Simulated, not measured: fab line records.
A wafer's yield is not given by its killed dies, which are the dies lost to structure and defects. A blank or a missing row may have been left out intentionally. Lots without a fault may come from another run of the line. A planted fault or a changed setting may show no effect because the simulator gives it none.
Comparing a struck lot with a sound one / flow n5-finfet / 24 out of 1938 route steps
Sound: wafers L377.2, L377.3, L377.4. Struck: wafers L389.1, L389.3, L389.5. The cause is given at the end.
For every step that has rows: the tool of each side, followed by ch and its chambers, followed by its first start. Under that, the readings that differ: sound wafers / struck wafers / difference of the means / sigmas: that difference in standard deviations of wafers without a fault.
alike: a reading whose means differ by less than 2 such deviations, as well as words and numbers matching on both sides. not compared: withheld readings; readings where some wafer has no value; bounds like >300 that might hide an equal value; numbers whose values overlap and for which the record gives no deviation.
A row with sigmas, a row that says differs or no value, or rows on one side alone: a step with any of these is where the two part. Numbers that have no deviation but don't overlap get no sigmas and don't part them. Lack of a reading on every wafer of one side parts them only where that side has two or more wafers.

first, 8 steps without rows for these wafers: N5_BEOL_M6_ANNEAL_51 (time 90 s); N5_BEOL_M6_CMP_52 (polishes, stops on SiCOH lowk, t overpolish 6.9 s, target thk 80 nm); N5_BEOL_M6_PRE_CLEAN_55 (time 15 s); N5_BEOL_M6_DEP_56 (deposits SiCN from 3MS/NH3, target thk 10 nm, time 17.5 s); N5_BEOL_M7_ILD_DEP_00 (deposits SiCOH lowk from DEMS/porogen, target thk 179.75 nm, time 33.4 s); N5_BEOL_M7_CURE_74 (cures SiCOH lowk, time 240 s); N5_BEOL_M7_PECVD_70 (deposits SiO2 from TEOS/O2, target thk 20 nm, time 22.7 s); N5_BEOL_M7_HM_DEP_02 (deposits TiN, target thk 20 nm).
N5_BEOL_M7_COAT_59: time 60 s, resist thk 100 nm.
  sound on litho-track-05 ch 0, day 11 17:44; struck on litho-track-05 ch 0, day 14 22:05
reading=spin-speed-rpm (rpm); sound=1498.2 1498.1 1500.1; struck=1393.6 1391.4 1394.0; difference=-105.8; sigmas=-99 or more
reading=model.SOC_of_BEOL_M7_COAT_59.thk-nm (nm); sound=100.2 100.2 100.2; struck=104 103.8 104; difference=+4; sigmas=
then, 9 steps without rows for these wafers: N5_BEOL_M7_COAT_60 (time 60 s, resist thk 35 nm); N5_BEOL_M7_COAT_05 (resist thk 90 nm); N5_BEOL_M7_EBR_07; N5_BEOL_M7_SOFTBAKE_06 (time 60 s); N5_BEOL_M7_EXPOSE_08 (exposes mask M7); N5_BEOL_M7_PEB_09 (peb time 60 s); N5_BEOL_M7_DEVELOP_10 (develop time 30 s); N5_BEOL_M7_DESCUM_16 (chemistry O2, time 7.9 s); N5_BEOL_M7_ETCH_61 (etches SiARC in CF4, target depth 45.5 nm, time 75.8 s).
N5_BEOL_M7_ETCH_62: etches SOC in N2/H2, target depth 110 nm, overetch 22 nm, time 165 s.
  sound on rie-diel-06 ch 0,1,2, day 11 18:17; struck on rie-diel-02 ch 0,3, day 14 23:06
reading=model.etch.depth-nm (nm); sound=100.2 100.3 100.2; struck=103.9 103.8 104.1; difference=+3.7; sigmas=
  alike: drypump-motor-current-A, oes-product-au, rf-vpp-V, showerhead-plenum-p-Torr, temp-c, throttle-valve-pct
  not compared: rf-hours-counter-h
then, 2 steps without rows for these wafers: N5_BEOL_M7_STRIP_68 (strips in N2/H2); N5_BEOL_M7_STRIP_67 (strips in CF4).
N5_BEOL_M7_HM_OPEN_17: chemistry Cl2/BCl3, target TiN, target depth 20 nm, overetch 6 nm.
  sound on rie-metal-02 ch 0,1, day 11 18:28; struck on rie-metal-03 ch 0, day 14 23:17
reading=model.SOC_of_BEOL_M7_COAT_59.thk-nm (nm); sound=92.4 92.4 92.4; struck=96.2 95.8 96.2; difference=+3.7; sigmas=
  alike: drypump-motor-current-A, mfc-ar-sccm, oes-product-au, throttle-valve-pct
  not compared: rf-hours-counter-h
then, 1 step without rows for these wafers: N5_BEOL_M7_STRIP_19 (strips in O2).
N5_PASSIVATION_PROBE_49:
  sound wafers here have rows in the record (prober-01, day 15 04:23); struck ones have none

## WHERE THEY PART
At N5_BEOL_M7_COAT_59 first; at N5_PASSIVATION_PROBE_49 last (within this record only).

WHY: the cause the simulator had injected
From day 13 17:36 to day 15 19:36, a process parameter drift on litho-track-05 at N5_BEOL_M7_COAT_59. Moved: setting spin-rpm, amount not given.
